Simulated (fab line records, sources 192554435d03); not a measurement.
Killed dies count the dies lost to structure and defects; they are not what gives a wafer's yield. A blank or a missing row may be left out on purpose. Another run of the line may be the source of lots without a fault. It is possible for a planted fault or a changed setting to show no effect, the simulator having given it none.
One fault seen from 2 desks | flow n5-finfet | each desk holds nothing but its own numbers, with what lay behind them at the end

== FOR THE TOOL OWNER'S DESK: pvd-sputter-03 ==
The tool's own readings at N5_BEOL_M3_SPUTTER_86 (material Cu, target thk 4.5 nm, time 8.29 s): means of the sampled wafers that have a number, for each lot that ran on this tool. A lot is out of limits, marked OUT, if its mean lies more than 4 standard deviations from the usual mean; the brackets give that distance.
Columns: A = throttle-valve-pct at N5_BEOL_M3_SPUTTER_86, usual 29.6 %
lot  | first seen here | A
L789 | day 7 08:22     | 29.6
L790 | day 7 15:26     | 29.5
L796 | day 9 17:26     | 29.7
L797 | day 9 19:24     | 30.4
L801 | day 10 12:04    | 29.8
L804 | day 11 11:07    | 29.8
Finding of this desk: none of the 6 lots has anything out of limits.

== METROLOGY DESK ==
What the gauges read for every lot (on any tool): the sampled wafers with a number, averaged. A lot is out of limits, marked OUT, if its mean lies more than 4 standard deviations from the usual mean; the brackets give that distance.
Columns: A = PAD_OVL at N5_PASSIVATION_OVL_MEAS_63, usual 0 nm
lot  | first seen here | A
L789 | day 12 07:54    | -1
L790 | day 12 11:28    | 0
L792 | day 12 20:29    | 7
L793 | day 14 04:47    | -10
L797 | day 14 08:19    | 2
L796 | day 15 00:55    | -0
L801 | day 15 15:18    | -7
L804 | day 15 20:04    | -3
L805 | day 16 16:26    | 5
L808 | day 17 11:26    | -3
L810 | day 18 09:00    | -1
Finding of this desk: none of the 11 lots has anything out of limits.

== ALL TOGETHER ==
The desk of the tool owner found nothing out of limits.
Metrology desk: nothing out of limits seen.

== WHAT THE SIMULATOR HAD INSERTED ==
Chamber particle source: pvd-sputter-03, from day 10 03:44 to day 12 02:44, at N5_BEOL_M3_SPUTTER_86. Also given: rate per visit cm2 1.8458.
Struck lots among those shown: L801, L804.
